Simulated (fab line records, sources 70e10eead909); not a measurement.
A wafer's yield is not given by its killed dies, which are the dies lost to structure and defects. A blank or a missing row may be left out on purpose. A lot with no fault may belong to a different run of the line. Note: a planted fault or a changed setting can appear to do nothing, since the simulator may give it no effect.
fab line records	flow nand-harc
[record] lots = 15	wafers = 45	last-day = 29
route steps=1302 shown P_M0@279 P_M1@297
lots with no fault: from the same line, run without faults
start-h: hours from the record's first day to the start of the lot's first wafer shown	wait-h: time in hours since the lot's previous step	" the same as in the row above	L1.1+2: a single row standing in for several wafers	- no value, or no start was given	* or withheld: withheld	< > ~ a bound
route shown NAME@n: NAME is a module with steps in the file, n the number in the route of the first one	usual: mean and standard deviation over wafers with no fault	same: alike in all rows	chamber/n: place in a boat	sites: the reading at each site	_std_site: standard deviation across them	_edge_site: mean of outer sites minus mean of inner sites	radius-mm: for every site, how far away it sits from the centre of the wafer	mask NAME#n: copy n	behind: the last tool/chamber to shape the wafer	hold: cause of the lot's hold/its duration in hours/its outcome	device: names the non-switching transistor (n, p or np)	end of line: the tests these same wafers got at the end of their route	where a step has no rows: the recipe by itself	killed: at the first sort, the dies lost to defects and structure; wafer yield is something else	map: shows each die of a wafer: x if killed, . if not, _ if none is there
set.NAME: setting as actually run; set.NAME@STEP: the setting as run at that earlier step	model.NAME: the simulator's own value behind a step, which no gauge read
one table for each step of the route and one row for each wafer, over a sample of lots
services: the hour from which a tool's chamber was out of use, counted from the record's first day as start-h (under 0 if before that day), plus the number of hours and why
[[steps]]
[step NHARC_P_M0_THK_MEAS_24]
[recipe] thk-meas-gauge = xrf
[usual] thk-nm = 117.6/1.2
lot.wafer	tool	chamber	start-h	wait-h	thk-nm
L672.2	film-metro-01	-	124.03	-	118.5
L672.4	"	-	"	"	119.3
L672.5	"	-	"	"	118.4
L673.2	film-metro-02	-	136.62	-	117.9
L673.4	"	-	"	"	118.1
L673.5	"	-	"	"	117.8
L674.1	film-metro-02	-	145.07	-	119.2
L674.2	"	-	"	"	115.6
L674.6	"	-	"	"	117.0
L676.1	film-metro-01	-	157.35	-	118.0
L676.3	"	-	"	"	116.5
L676.5	"	-	"	"	116.9
L678.2	film-metro-02	-	187.06	-	116.1
L678.4	"	-	"	"	117.9
L678.5	"	-	"	"	116.0
L679.2	film-metro-02	-	193.21	-	115.9
L679.4	"	-	"	"	117.9
L679.5	"	-	"	"	115.1
L680.1	film-metro-01	-	206.24	-	117.0
L680.3	"	-	"	"	116.5
L680.4	"	-	"	"	116.8
L681.2	film-metro-02	-	218.32	-	119.2
L681.3	"	-	"	"	116.9
L681.4	"	-	"	"	117.0
L682.3	film-metro-02	-	226.57	-	117.6
L682.4	"	-	"	"	114.9
L682.5	"	-	"	"	120.1
L683.1	film-metro-02	-	231.53	-	117.3
L683.2	"	-	"	"	119.3
L683.6	"	-	"	"	117.6
L684.3	film-metro-02	-	245.77	-	119.9
L684.5	"	-	"	"	116.9
L684.6	"	-	"	"	116.8
L685.2	film-metro-02	-	249.48	-	116.1
L685.4	"	-	"	"	116.4
L685.6	"	-	"	"	117.4
L693.4	film-metro-01	-	332.28	-	118.7
L693.5	"	-	"	"	119.2
L693.6	"	-	"	"	116.0
L694.2	film-metro-02	-	343.24	-	118.1
L694.4	"	-	"	"	118.0
L694.5	"	-	"	"	116.2
L695.1	film-metro-01	-	355.39	-	117.6
L695.2	"	-	"	"	118.3
L695.5	"	-	"	"	117.3
[step NHARC_P_M1_INSPECT_11]
[usual] raw-defect-count = 4.5/2.4
lot.wafer	tool	chamber	start-h	wait-h	raw-defect-count
L672.2	defect-inspect-02	-	125.70	0.0	0
L672.4	"	-	"	"	3
L672.5	"	-	"	"	4
L673.2	defect-inspect-01	-	138.28	0.0	2
L673.4	"	-	"	"	3
L673.5	"	-	"	"	1
L674.1	defect-inspect-01	-	146.59	0.0	4
L674.2	"	-	"	"	4
L674.6	"	-	"	"	2
L676.1	defect-inspect-01	-	158.96	0.0	2
L676.3	"	-	"	"	9
L676.5	"	-	"	"	6
L678.2	defect-inspect-02	-	188.74	0.0	3
L678.4	"	-	"	"	4
L678.5	"	-	"	"	5
L679.2	defect-inspect-02	-	194.89	0.0	8
L679.4	"	-	"	"	4
L679.5	"	-	"	"	4
L680.1	defect-inspect-02	-	207.76	0.0	6
L680.3	"	-	"	"	8
L680.4	"	-	"	"	3
L681.2	defect-inspect-01	-	220.03	0.0	5
L681.3	"	-	"	"	5
L681.4	"	-	"	"	5
L682.3	defect-inspect-02	-	228.30	0.0	4
L682.4	"	-	"	"	5
L682.5	"	-	"	"	5
L683.1	defect-inspect-02	-	233.09	0.0	1
L683.2	"	-	"	"	10
L683.6	"	-	"	"	7
L684.3	defect-inspect-02	-	247.44	0.0	2
L684.5	"	-	"	"	3
L684.6	"	-	"	"	6
L685.2	defect-inspect-02	-	251.13	0.0	5
L685.4	"	-	"	"	6
L685.6	"	-	"	"	9
L693.4	defect-inspect-01	-	333.83	0.0	8
L693.5	"	-	"	"	3
L693.6	"	-	"	"	4
L694.2	defect-inspect-02	-	344.93	0.0	4
L694.4	"	-	"	"	2
L694.5	"	-	"	"	6
L695.1	defect-inspect-01	-	357.05	0.0	2
L695.2	"	-	"	"	3
L695.5	"	-	"	"	7
[step NHARC_P_M1_DESCUM_14]
[recipe] time-s = 3	o2-flow-sccm = 200	ar-flow-sccm = 0	bias-power-w = 0	chemistry = O2
[usual] drypump-motor-current-A = 5.6/0.33	oes-product-au = 0.997/0.008	rf-vpp-V = 57.6/0.89	showerhead-plenum-p-Torr = 1.89/0.072	throttle-valve-pct = 11.311/0.0089
[same] bias-power-w = 0
lot.wafer	tool	chamber	start-h	wait-h	drypump-motor-current-A	oes-product-au	rf-hours-counter-h	rf-vpp-V	showerhead-plenum-p-Torr	throttle-valve-pct
L672.4	rie-diel-13	2	125.76	0.1	5.8	0.990	11	58.1	1.98	11.323
L672.2	"	1	"	"	5.6	0.998	12	56.4	1.84	11.313
L672.5	"	2	"	"	5.8	0.991	-	56.7	1.98	11.303
L673.4	rie-diel-13	0	138.35	0.1	6.0	1.001	13	57.7	1.97	11.314
L673.2	"	1	"	"	5.6	0.985	13	58.2	1.84	11.317
L673.5	"	3	"	"	5.7	0.998	-	57.2	1.90	11.322
L674.2	rie-diel-13	1	146.65	0.1	5.6	0.984	14	57.3	1.84	11.325
L674.1	"	0	"	"	6.0	1.000	14	57.4	1.97	11.304
L674.6	"	1	"	"	5.6	0.987	-	57.3	1.84	11.308
L676.3	rie-diel-07	1	159.03	0.1	4.9	1.000	2	57.3	1.82	11.295
L676.1	"	2	"	"	5.3	0.980	2	58.1	1.80	11.320
L676.5	"	0	"	"	5.3	0.992	-	57.5	1.78	11.297
L678.2	rie-diel-13	1	188.81	0.1	5.6	0.990	2	57.5	1.84	11.298
L678.4	"	3	"	"	5.7	0.998	1	58.7	1.89	11.324
L678.5	"	0	"	"	5.9	1.009	-	58.1	1.97	11.308
L679.4	rie-diel-05	0	194.96	0.1	6.7	1.002	43	56.0	1.79	11.300
L679.2	"	1	"	"	6.2	0.986	41	58.4	2.01	11.318
L679.5	"	3	"	"	5.2	1.002	-	56.9	1.95	11.317
L680.4	rie-diel-07	0	207.82	0.1	5.3	1.005	6	55.6	1.78	11.304
L680.3	"	1	"	"	4.9	1.010	6	58.8	1.82	11.316
L680.1	"	2	"	"	5.3	0.997	6	58.3	1.79	11.314
L681.2	rie-diel-13	2	220.10	0.1	5.8	0.988	6	58.1	1.98	11.319
L681.3	"	3	"	"	5.7	0.979	5	57.4	1.89	11.311
L681.4	"	2	"	"	5.8	0.985	-	56.1	1.98	11.308
L682.3	rie-diel-13	1	228.36	0.1	5.6	1.011	7	57.3	1.84	11.306
L682.4	"	1	"	"	5.6	1.013	-	58.4	1.84	11.307
L682.5	"	2	"	"	5.8	1.009	-	55.8	1.98	11.305
L683.2	rie-diel-13	3	233.15	0.1	5.6	0.990	7	57.6	1.89	11.307
L683.1	"	1	"	"	5.6	1.006	8	55.9	1.84	11.300
L683.6	"	2	"	"	5.8	1.006	-	58.1	1.98	11.306
L684.3	rie-diel-13	0	247.50	0.1	6.0	0.993	4	60.1	1.97	11.308
L684.6	"	0	"	"	5.9	1.001	-	58.2	1.97	11.314
L684.5	"	1	"	"	5.6	0.997	-	58.3	1.84	11.306
L685.4	rie-diel-13	0	251.19	0.1	6.0	0.999	4	57.2	1.97	11.310
L685.2	"	2	"	"	5.8	1.010	8	58.5	1.98	11.317
L685.6	"	1	"	"	5.6	1.010	-	58.1	1.84	11.305
L693.4	rie-diel-13	1	333.92	0.1	5.6	0.996	15	58.6	1.84	11.320
L693.6	"	2	"	"	5.8	1.003	-	57.0	1.98	11.312
L693.5	"	3	"	"	5.7	0.997	-	56.2	1.89	11.311
L694.4	rie-diel-07	1	345.01	0.1	4.9	1.011	3	57.4	1.81	11.302
L694.2	"	2	"	"	5.2	1.008	3	56.4	1.79	11.315
L694.5	"	3	"	"	5.6	1.000	-	56.5	1.81	11.321
L695.1	rie-diel-13	0	357.12	0.1	6.0	1.001	1	58.2	1.96	11.321
L695.2	"	1	"	"	5.5	0.987	1	58.0	1.84	11.304
L695.5	"	0	"	"	6.0	0.996	-	58.4	1.96	11.298
[step NHARC_P_M1_PVD_20]
[recipe] target-thk-a = 50	bias-v = 168.6	power-w = 15000	chamber-pressure-pa = 0.12	time-s = 8.06	substrate-temp-c = 50	material = TaN
[usual] bias-v = 168.6/1.7	cathode-dc-power-W = 15000/2.5	substrate-temp-c = 50.00/0.11	throttle-valve-pct = 29.7/0.7
lot.wafer	tool	chamber	start-h	wait-h	bias-v	cathode-dc-power-W	substrate-temp-c	throttle-valve-pct
L672.4	pvd-sputter-02	-	126.91	-	168.4	15001	50.01	29.4
L672.2	"	-	"	"	166.7	14999	50.05	29.3
L672.5	"	-	"	"	169.5	15001	49.94	30.9
L673.4	pvd-sputter-03	-	139.47	-	167.3	15003	49.90	30.5
L673.2	"	-	"	"	166.4	14999	50.04	29.8
L673.5	"	-	"	"	170.8	15000	50.02	29.9
L674.2	pvd-sputter-02	-	147.81	-	167.5	15001	49.87	30.6
L674.1	"	-	"	"	167.5	15003	50.13	30.2
L674.6	"	-	"	"	169.9	15000	50.06	28.9
L676.1	pvd-sputter-01	-	160.24	-	167.7	15001	50.12	28.8
L676.3	"	-	"	"	168.6	15007	50.08	28.2
L676.5	"	-	"	"	172.2	15001	50.12	29.1
L678.2	pvd-sputter-03	-	189.94	-	168.5	14997	50.13	29.8
L678.4	"	-	"	"	169.0	14999	50.08	30.1
L678.5	"	-	"	"	170.9	15000	49.96	30.5
L679.2	pvd-sputter-02	-	196.09	-	168.0	14999	50.15	29.2
L679.4	"	-	"	"	168.4	14999	50.15	31.0
L679.5	"	-	"	"	172.1	14998	49.95	29.5
L680.4	pvd-sputter-03	-	208.96	-	167.8	14998	49.98	29.5
L680.1	"	-	"	"	165.9	15001	50.07	30.5
L680.3	"	-	"	"	168.4	15001	50.03	30.1
L681.3	pvd-sputter-01	-	221.26	-	168.6	15008	50.01	28.9
L681.2	"	-	"	"	171.1	14997	49.91	29.2
L681.4	"	-	"	"	168.5	15002	49.94	29.9
L682.3	pvd-sputter-02	-	229.54	-	170.6	15003	50.09	30.1
L682.4	"	-	"	"	166.5	14999	49.94	30.7
L682.5	"	-	"	"	168.2	15003	50.15	30.1
L683.1	pvd-sputter-03	-	234.40	-	168.9	15001	50.02	30.0
L683.2	"	-	"	"	169.9	15000	49.95	29.6
L683.6	"	-	"	"	169.4	14997	49.94	29.6
L684.3	pvd-sputter-03	-	248.65	-	170.8	15001	49.99	30.5
L684.5	"	-	"	"	168.0	15002	50.09	29.4
L684.6	"	-	"	"	172.5	15003	49.97	30.6
L685.4	pvd-sputter-02	-	252.34	-	168.0	14999	49.99	30.0
L685.2	"	-	"	"	169.0	15001	50.27	29.0
L685.6	"	-	"	"	167.6	14999	50.09	30.8
L693.4	pvd-sputter-03	-	335.07	-	-	-	-	-
L693.5	"	-	"	"	-	-	-	-
L693.6	"	-	"	"	-	-	-	-
L694.4	pvd-sputter-01	-	346.13	-	-	-	-	-
L694.2	"	-	"	"	-	-	-	-
L694.5	"	-	"	"	-	-	-	-
L695.2	pvd-sputter-02	-	358.25	-	-	-	-	-
L695.1	"	-	"	"	-	-	-	-
L695.5	"	-	"	"	-	-	-	-
[[services]]
tool	chamber	start-h	hours	kind
pvd-sputter-02	-	104.00	10.0	pm
rie-diel-07	-	117.27	9.0	pm
pvd-sputter-03	-	122.46	5.8	repair
rie-diel-13	-	152.17	0.8	repair
rie-diel-05	2	161.92	3.4	repair
rie-diel-13	-	165.00	9.0	pm
pvd-sputter-03	-	170.03	10.0	pm
pvd-sputter-02	-	201.16	1.2	repair
rie-diel-13	0	204.94	32.9	repair
pvd-sputter-01	-	225.98	9.7	repair
pvd-sputter-02	-	248.49	2.7	repair
rie-diel-13	1	280.76	4.2	repair
pvd-sputter-02	-	282.00	10.0	pm
rie-diel-07	-	294.27	9.0	pm
pvd-sputter-01	-	310.03	2.6	repair
rie-diel-13	-	314.57	3.4	repair
rie-diel-13	1	318.52	8.0	repair
pvd-sputter-02	-	329.88	9.7	repair
pvd-sputter-01	-	333.28	2.8	repair
rie-diel-07	3	337.93	1.2	repair
rie-diel-13	-	342.00	9.0	pm
pvd-sputter-01	-	347.65	2.7	repair
pvd-sputter-03	-	348.03	10.0	pm
pvd-sputter-01	-	351.21	2.2	repair
[[key]]
[first-sign] step = NHARC_P_M1_PVD_20	reading = tool-record	direction = missing
effect none on later readings
met-at NHARC_P_M1_PVD_20
struck-lots L693,L694,L695
later-rows-left-out L693.4,L693.5,L693.6,L694.2,L694.4,L694.5,L695.1,L695.2,L695.5
sort-left-out L693.4,L693.5,L693.6,L694.2,L694.4,L694.5,L695.1,L695.2,L695.5
not-acting-at NHARC_P_M0_THK_MEAS_24,NHARC_P_M1_INSPECT_11,NHARC_P_M1_DESCUM_14
onset-between 252.34 335.07
[fault] kind = skipped-step-whole	tool = pvd-sputter-01,pvd-sputter-02,pvd-sputter-03	chamber = -	onset-h = 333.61	steps = NHARC_P_M1_PVD_20	scope = struck-lots-only
// sort-left-out: the simulated sort isn't trusted on such a fault, so these wafers' sort isn't shown, and their yield isn't known
// later-rows-left-out: the simulator's readings of these wafers behind a module that went badly wrong aren't trusted and aren't shown, but for the sort
